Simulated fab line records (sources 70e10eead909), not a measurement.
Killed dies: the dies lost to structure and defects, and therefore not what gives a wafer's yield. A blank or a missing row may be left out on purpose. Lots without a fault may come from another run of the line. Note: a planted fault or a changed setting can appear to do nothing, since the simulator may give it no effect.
fab line records	flow nand-harc
[record] lots = 14	wafers = 42	last-day = 23
route steps=1159 shown P_BONDPAD@379 A_ZERO_WELL@411 A_ONON_D1@436
lots untouched by any fault: they come from a run of this same line in which no faults occurred
start-h: hours from the record's first day to the start of the lot's first wafer shown	wait-h: hours elapsed since this lot's preceding step	" the same as in the row above	L1.1+2: several wafers, shown together as one row	- no value, or no start was given	* or withheld: withheld	< > ~ a bound
route shown NAME@n: a module of which the file shows steps, and the number in the route of the first	usual: the fault-free wafers' mean and standard deviation	same: alike in all rows	chamber/n: place in a boat	sites: per-site readings	_std_site: standard deviation of those values	_edge_site: outer sites' mean less inner sites'	radius-mm: how far each site lies from the wafer's centre	mask NAME#n: copy n	behind: the last tool/chamber to shape the wafer	hold: cause of the lot's hold/its duration in hours/its outcome	device: names the non-switching transistor (n, p or np)	end of line: at the end of the route, the tests of the same wafers	for a step that has no rows: nothing shown but its recipe	killed: count of dies lost to structure and defects at first sort (not the wafer's yield)	map: a wafer's dies, x killed, . not, _ none there
set.NAME: the run value of the setting; set.NAME@STEP: its run value at that earlier step	model.NAME: the simulator's own value behind a step, which no gauge read
one table for each step of the route and one row for each wafer, over a sample of lots
services: from which hour (start-h, from the record's first day; less than 0 if before it) a tool's chamber was out of use, for how many hours, and why
[[steps]]
[step NHARC_P_BONDPAD_ANNEAL_28]
[recipe] temp-c = 225	time-s = 90
[usual] wafer_temp_C_max = 226.15/0.26
lot.wafer	tool	chamber	start-h	wait-h	wafer_temp_C_max
L895.1	rtp-anneal-02	0	126.14	-	226.09
L895.3	"	0	"	"	225.66
L895.5	"	0	"	"	225.83
L896.1	rtp-anneal-02	0	139.80	0.3	226.76
L896.4	"	0	"	"	225.83
L896.6	"	0	"	"	226.21
L897.2	rtp-anneal-02	0	140.24	-	226.21
L897.5	"	0	"	"	226.12
L897.6	"	0	"	"	226.13
L898.3	rtp-anneal-01	0	141.42	-	225.68
L898.4	"	0	"	"	226.38
L898.6	"	0	"	"	226.05
L899.2	rtp-anneal-01	0	151.40	0.3	226.28
L899.3	"	0	"	"	226.06
L899.6	"	0	"	"	226.27
L900.2	rtp-anneal-02	0	152.04	-	226.29
L900.3	"	0	"	"	225.59
L900.6	"	0	"	"	226.04
L901.1	rtp-anneal-02	0	168.96	-	225.96
L901.3	"	0	"	"	226.43
L901.5	"	0	"	"	226.26
L902.2	rtp-anneal-02	0	170.48	-	226.32
L902.3	"	0	"	"	225.91
L902.4	"	0	"	"	225.90
L903.2	rtp-anneal-02	0	178.06	-	225.89
L903.3	"	0	"	"	226.01
L903.5	"	0	"	"	226.21
L904.1	rtp-anneal-02	0	196.18	0.3	225.67
L904.5	"	0	"	"	226.32
L904.6	"	0	"	"	225.93
L906.1	rtp-anneal-01	0	204.74	0.3	226.11
L906.3	"	0	"	"	226.09
L906.4	"	0	"	"	226.00
L905.2	rtp-anneal-02	0	209.67	0.4	226.31
L905.3	"	0	"	"	226.15
L905.5	"	0	"	"	226.35
L912.1	rtp-anneal-02	0	232.39	-	226.26
L912.3	"	0	"	"	225.96
L912.4	"	0	"	"	226.33
L913.2	rtp-anneal-01	0	237.31	0.4	225.91
L913.4	"	0	"	"	225.97
L913.5	"	0	"	"	225.69
[step NHARC_P_BONDPAD_ACTIVATE_29]
[recipe] time-s = 60	n2-flow-sccm = 200	ar-flow-sccm = 0	bias-power-w = 0	chemistry = N2
[usual] drypump-motor-current-A = 5.9/0.42	n2-flow-sccm = 199.9/0.61	oes-product-au = 0.994/0.014	rf-vpp-V = 64.2/0.85	showerhead-plenum-p-Torr = 1.78/0.09
lot.wafer	tool	chamber	start-h	wait-h	drypump-motor-current-A	n2-flow-sccm	oes-product-au	rf-hours-counter-h	rf-vpp-V	showerhead-plenum-p-Torr
L895.1	rie-diel-02	3	127.08	0.1	6.0	201.4	1.023	14	63.3	1.86
L895.3	"	2	"	"	5.9	199.1	0.979	16	63.2	1.67
L895.5	"	2	"	"	5.9	199.7	0.982	-	63.5	1.67
L896.4	rie-diel-02	2	140.75	0.1	5.9	199.1	0.980	17	64.4	1.67
L896.1	"	1	"	"	6.5	199.7	1.008	12	64.2	1.64
L896.6	"	3	"	"	6.0	199.9	1.012	-	64.5	1.86
L897.2	rie-diel-02	1	141.15	0.1	6.5	199.7	1.005	12	63.8	1.64
L897.6	"	1	"	"	6.5	199.5	1.008	-	62.3	1.64
L897.5	"	2	"	"	5.9	200.5	0.990	-	62.6	1.67
L898.3	rie-diel-02	0	142.28	0.1	5.3	199.9	0.997	17	62.7	1.84
L898.4	"	2	"	"	5.9	200.0	0.983	17	64.0	1.67
L898.6	"	1	"	"	6.5	200.1	1.021	-	64.5	1.64
L899.3	rie-diel-11	1	152.31	0.1	6.3	199.7	1.015	53	63.9	1.86
L899.2	"	2	"	"	6.5	200.8	1.012	52	64.3	1.84
L899.6	"	2	"	"	6.5	200.2	1.005	-	63.7	1.84
L900.2	rie-diel-11	2	152.94	0.1	6.4	200.4	0.997	52	62.9	1.84
L900.3	"	1	"	"	6.3	199.4	1.009	53	66.0	1.86
L900.6	"	2	"	"	6.5	200.3	1.007	-	63.9	1.84
L901.3	rie-diel-02	1	169.91	0.1	6.5	198.9	0.981	1	62.8	1.64
L901.1	"	3	"	"	6.0	199.2	1.011	1	64.4	1.85
L901.5	"	1	"	"	6.5	199.6	0.989	-	63.7	1.64
L902.4	rie-diel-02	0	171.37	0.1	5.2	200.8	0.962	1	63.8	1.84
L902.3	"	1	"	"	6.5	199.7	0.989	1	65.2	1.64
L902.2	"	3	"	"	6.1	199.2	1.003	1	65.2	1.85
L903.3	rie-diel-02	3	178.94	0.1	6.0	199.9	1.007	1	63.4	1.85
L903.2	"	1	"	"	6.5	199.9	0.992	1	64.2	1.64
L903.5	"	3	"	"	6.0	200.1	0.999	-	64.8	1.85
L904.1	rie-diel-02	0	197.14	0.1	5.3	200.6	0.978	3	64.4	1.84
L904.5	"	0	"	"	5.3	200.2	0.979	-	63.3	1.84
L904.6	"	3	"	"	6.1	199.9	0.995	-	64.3	1.85
L906.1	rie-diel-02	0	205.70	0.1	5.2	198.8	0.986	4	63.7	1.84
L906.3	"	2	"	"	5.9	200.2	0.985	4	64.2	1.67
L906.4	"	2	"	"	5.9	198.7	0.984	-	64.0	1.67
L905.3	rie-diel-13	2	210.59	0.1	6.0	198.6	0.996	37	64.7	1.87
L905.2	"	0	"	"	5.6	199.5	0.979	41	64.5	1.91
L905.5	"	1	"	"	5.6	200.8	0.980	-	63.9	1.87
L912.1	rie-diel-11	1	233.33	0.1	6.3	200.1	1.011	14	64.4	1.85
L912.4	"	2	"	"	6.5	199.5	1.010	15	64.6	1.83
L912.3	"	3	"	"	5.9	202.0	0.998	16	63.5	1.76
L913.4	rie-diel-02	1	238.23	0.1	6.5	199.8	0.999	4	62.9	1.64
L913.2	"	3	"	"	6.0	199.4	1.002	9	65.6	1.85
L913.5	"	0	"	"	5.3	200.8	0.983	-	64.2	1.83
[step NHARC_A_ZERO_WELL_RTA_16]
[recipe] temp-c = 1000	time-s = 10
[usual] lamp-power-pct = 28.1/2.8	wafer_temp_C_max = 1004.9/1
lot.wafer	tool	chamber	start-h	wait-h	lamp-power-pct	wafer_temp_C_max
L895.1	rtp-anneal-01	0	129.63	-	30.9	1006.1
L895.3	"	0	"	"	30.9	1006.8
L895.5	"	0	"	"	30.8	1006.7
L896.1	rtp-anneal-01	0	143.22	-	30.8	1004.9
L896.4	"	0	"	"	30.8	1005.8
L896.6	"	0	"	"	30.9	1007.6
L897.2	rtp-anneal-01	0	143.79	-	30.9	1004.2
L897.5	"	0	"	"	30.9	1004.1
L897.6	"	0	"	"	30.9	1005.6
L898.3	rtp-anneal-02	0	144.98	-	25.4	1003.4
L898.4	"	0	"	"	25.3	1003.7
L898.6	"	0	"	"	25.3	1003.5
L899.2	rtp-anneal-01	0	154.90	-	30.9	1003.6
L899.3	"	0	"	"	30.9	1003.7
L899.6	"	0	"	"	30.9	1003.8
L900.2	rtp-anneal-02	0	155.49	-	25.3	1003.1
L900.3	"	0	"	"	25.3	1005.2
L900.6	"	0	"	"	25.3	1005.3
L901.1	rtp-anneal-02	0	172.43	-	25.3	1005.8
L901.3	"	0	"	"	25.3	1004.8
L901.5	"	0	"	"	25.3	1003.6
L902.2	rtp-anneal-02	0	173.80	-	25.3	1004.5
L902.3	"	0	"	"	25.3	1004.6
L902.4	"	0	"	"	25.3	1004.4
L903.2	rtp-anneal-01	0	181.48	-	30.9	1006.0
L903.3	"	0	"	"	30.9	1005.0
L903.5	"	0	"	"	30.9	1004.1
L904.1	rtp-anneal-02	0	199.71	-	25.3	1004.2
L904.5	"	0	"	"	25.2	1007.1
L904.6	"	0	"	"	25.3	1004.7
L906.1	rtp-anneal-01	0	208.24	-	30.8	1004.6
L906.3	"	0	"	"	30.9	1005.0
L906.4	"	0	"	"	30.9	1004.4
L905.2	rtp-anneal-02	0	213.15	-	25.3	1003.5
L905.3	"	0	"	"	25.3	1004.6
L905.5	"	0	"	"	25.3	1003.2
L912.1	rtp-anneal-02	0	235.76	-	25.2	1005.6
L912.3	"	0	"	"	25.3	1003.4
L912.4	"	0	"	"	25.3	1003.0
L913.2	rtp-anneal-01	0	240.67	-	30.8	1004.8
L913.4	"	0	"	"	30.9	1004.6
L913.5	"	0	"	"	30.9	1005.7
[step NHARC_A_ONON_D1_DEP_16]
[recipe] target-thk-a = 10000	n2-flow-sccm = 2750	n2o-flow-sccm = 2000	nh3-flow-sccm = 500	sih4-flow-sccm = 210	temp-c = 400
[usual] n2-flow-sccm = 2750/6	n2o-flow-sccm = 2001/5.5	nh3-flow-sccm = 500.2/1.5
lot.wafer	tool	chamber	start-h	wait-h	n2-flow-sccm	n2o-flow-sccm	nh3-flow-sccm
L895.1	pecvd-onon-04	0	162.30	0.1	2743	1992	500.5
L895.3	"	0	"	"	2754	1999	499.9
L895.5	"	0	"	"	2755	2002	500.9
L896.1	pecvd-onon-03	0	175.18	0.1	2747	2005	499.9
L896.4	"	0	"	"	2751	2009	500.8
L896.6	"	0	"	"	2753	2010	500.7
L897.2	pecvd-onon-02	0	175.24	0.1	2746	2006	500.5
L897.5	"	0	"	"	2747	2006	502.3
L897.6	"	0	"	"	2746	2002	502.1
L898.3	pecvd-onon-04	0	175.31	0.2	2738	2005	500.7
L898.4	"	0	"	"	2754	2003	498.8
L898.6	"	0	"	"	2751	2008	500.2
L899.2	pecvd-onon-02	0	185.14	0.1	2757	2007	500.2
L899.3	"	0	"	"	2746	2004	501.0
L899.6	"	0	"	"	2749	1999	500.5
L900.2	pecvd-onon-04	0	185.15	0.1	2745	2004	499.8
L900.3	"	0	"	"	2749	1997	502.4
L900.6	"	0	"	"	2756	1997	501.0
L901.1	pecvd-onon-04	0	202.58	0.1	2737	2000	496.6
L901.3	"	0	"	"	2749	2004	501.3
L901.5	"	0	"	"	2755	1999	500.3
L902.2	pecvd-onon-02	0	202.64	0.1	2751	2000	498.3
L902.3	"	0	"	"	2729	2000	499.6
L902.4	"	0	"	"	2749	2002	500.3
L903.2	pecvd-onon-02	0	214.39	0.1	2751	1994	501.1
L903.3	"	0	"	"	2754	1990	501.7
L903.5	"	0	"	"	2749	2005	502.2
L904.1	pecvd-onon-03	0	230.23	0.1	2758	1994	501.6
L904.5	"	0	"	"	2759	1990	502.2
L904.6	"	0	"	"	2749	1998	499.6
L905.2	pecvd-onon-03	0	242.78	0.1	2755	1999	501.5
L905.3	"	0	"	"	2753	2004	503.3
L905.5	"	0	"	"	2757	2004	501.0
L906.1	pecvd-onon-02	0	242.88	0.2	2764	1997	501.1
L906.3	"	0	"	"	2751	2000	500.8
L906.4	"	0	"	"	2753	2008	501.3
L912.1	pecvd-onon-04	0	265.99	0.1	2746	1996	503.2
L912.3	"	0	"	"	2761	1992	498.5
L912.4	"	0	"	"	2755	1995	502.1
L913.2	pecvd-onon-04	0	270.61	0.1	2755	1997	499.3
L913.4	"	0	"	"	2753	1996	499.2
L913.5	"	0	"	"	2752	2001	499.4
[step NHARC_A_ONON_D1_THK_MEAS_18]
[recipe] thk-meas-gauge = ellipsometry
[usual] thk-nm = 1002/13
lot.wafer	tool	chamber	start-h	wait-h	thk-nm
L895.1	film-metro-02	-	162.81	-	989
L895.3	"	-	"	"	988
L895.5	"	-	"	"	989
L896.1	film-metro-02	-	175.69	-	986
L896.4	"	-	"	"	985
L896.6	"	-	"	"	986
L897.2	film-metro-02	-	175.69	-	996
L897.5	"	-	"	"	993
L897.6	"	-	"	"	993
L898.3	film-metro-02	-	175.70	-	1008
L898.4	"	-	"	"	1009
L898.6	"	-	"	"	1009
L899.2	film-metro-02	-	185.59	-	1008
L899.3	"	-	"	"	1007
L899.6	"	-	"	"	1009
L900.2	film-metro-01	-	185.60	-	1026
L900.3	"	-	"	"	1027
L900.6	"	-	"	"	1028
L902.2	film-metro-02	-	203.08	-	993
L902.3	"	-	"	"	993
L902.4	"	-	"	"	993
L901.1	film-metro-01	-	203.09	-	1006
L901.3	"	-	"	"	1005
L901.5	"	-	"	"	1006
L903.2	film-metro-01	-	214.85	-	1004
L903.3	"	-	"	"	1004
L903.5	"	-	"	"	1005
L904.1	film-metro-02	-	230.73	-	1016
L904.5	"	-	"	"	1013
L904.6	"	-	"	"	1017
L905.2	film-metro-01	-	243.23	-	1019
L905.3	"	-	"	"	1021
L905.5	"	-	"	"	1023
L906.1	film-metro-02	-	243.40	-	1005
L906.3	"	-	"	"	1006
L906.4	"	-	"	"	1004
L912.1	film-metro-01	-	266.50	-	534
L912.3	"	-	"	"	1009
L912.4	"	-	"	"	536
L913.2	film-metro-01	-	271.07	-	996
L913.4	"	-	"	"	525
L913.5	"	-	"	"	996
[[services]]
tool	chamber	start-h	hours	kind
rie-diel-02	3	105.27	8.2	repair
rie-diel-02	0	105.34	-	clean
rie-diel-02	1	105.34	-	clean
rie-diel-02	2	105.34	-	clean
rie-diel-11	0	109.61	2.4	repair
pecvd-onon-02	-	111.21	13.0	pm
rie-diel-02	0	129.84	-	clean
rie-diel-02	1	129.84	-	clean
rie-diel-02	2	129.84	-	clean
rie-diel-02	3	129.84	-	clean
rie-diel-02	0	150.75	9.0	vent-cycle
rie-diel-02	2	150.75	9.0	vent-cycle
rie-diel-02	3	150.75	9.0	vent-cycle
pecvd-onon-03	-	153.00	13.0	pm
rie-diel-11	0	157.59	5.7	repair
rie-diel-02	0	159.75	-	clean
rie-diel-02	1	159.75	-	clean
rie-diel-02	2	159.75	-	clean
rie-diel-02	1	179.52	36.8	repair
rie-diel-02	2	187.59	2.4	repair
rie-diel-11	-	189.68	9.0	pm
rie-diel-13	3	208.98	7.4	repair
rie-diel-02	-	220.89	0.9	repair
pecvd-onon-04	-	237.00	13.0	pm
[[key]]
[first-sign] step = NHARC_A_ONON_D1_THK_MEAS_18	reading = thk-nm	direction = down	sigmas = 37	usual = 1002	struck = 532
effect none on later readings
met-at NHARC_A_ONON_D1_DEP_16
struck-lots L912,L913
struck-wafers L912.1,L912.4,L913.4
later-rows-left-out L912.1,L912.4,L913.4
sort-left-out L912.1,L912.4,L913.4
tester-left-out L912,L913
not-acting-at NHARC_P_BONDPAD_ANNEAL_28,NHARC_P_BONDPAD_ACTIVATE_29,NHARC_A_ZERO_WELL_RTA_16
onset-between 202.58 265.99
[fault] kind = process-parameter-drift	tool = pecvd-onon-04	chamber = -	onset-h = 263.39	steps = NHARC_A_ONON_D1_DEP_16	channel = target-thk-a	offset = *	shape = step	end-h = 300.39	scope = struck-wafers-only	acts-in = *	stated = *
// tester-left-out: of these lots the tester's yield and bins aren't shown, on N5 and GAA mostly nor the transistor test; their killed dies are dies lost to structure and defects alone, not to doping, threshold or leakage, so they don't give the yield
// sort-left-out: the simulated sort isn't trusted on such a fault, so these wafers' sort isn't shown, and their yield isn't known
// later-rows-left-out: the simulator's readings of these wafers behind a module that went badly wrong aren't trusted and aren't shown, but for the sort
